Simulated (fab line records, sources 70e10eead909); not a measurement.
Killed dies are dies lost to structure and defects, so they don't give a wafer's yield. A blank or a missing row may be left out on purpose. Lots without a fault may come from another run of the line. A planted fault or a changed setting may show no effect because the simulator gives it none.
Chamber matching | flow nand_harc | NHARC_P_M2_PRE_CLEAN_32 on pecvd-03: 3 sister chambers
The step time 12 s. 6 wafers are shown with their chamber, then 12 later ones without.

WAFERS WITH THEIR CHAMBER
wafer  | chamber | heater_power_w (W)
L087.2 | 2       | 705
L086.1 | 1       | 723
L086.5 | 0       | 571
L089.3 | 0       | 516
L089.5 | 2       | 680
L089.6 | 1       | 698

WAFERS WITHOUT THEIR CHAMBER
wafer  | heater_power_w (W)
L092.1 | 589
L092.3 | 533
L092.4 | 597
L091.4 | 551
L091.5 | 587
L091.6 | 681
L094.1 | 643
L094.3 | 658
L094.6 | 581
L093.1 | 558
L093.3 | 648
L093.4 | 557

WHICH CHAMBER EACH WENT THROUGH
wafer  | from the rows above          | in truth
L092.1 | 0                            | 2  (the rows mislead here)
L092.3 | 0                            | 0
L092.4 | can't be placed: 0 or 2      | 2
L091.4 | 0                            | 0
L091.5 | 0                            | 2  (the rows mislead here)
L091.6 | can't be placed: 2 or 1      | 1
L094.1 | can't be placed: 2 or 1 or 0 | 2
L094.3 | can't be placed: 2 or 1      | 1
L094.6 | 0                            | 0
L093.1 | 0                            | 0
L093.3 | can't be placed: 2 or 1      | 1
L093.4 | 0                            | 0
Placed correctly: 5 of 12. Can't be placed from these rows: 5 (the true chamber is among the candidates in 5). Placed wrongly: 2.
How it was worked out, from the rows above alone: a wafer's distance from a chamber is the root of the sum, over the readings, of the square of ((its reading less the chamber's mean) divided by the reading's scatter). The wafer belongs to the nearest chamber; if the next one is less than 2 further off, it can't be placed. A chamber's mean is the mean of its shown wafers. The scatter: the root of (the sum of the squares of (reading less its chamber's mean) over the shown wafers, divided by (wafers less chambers)).
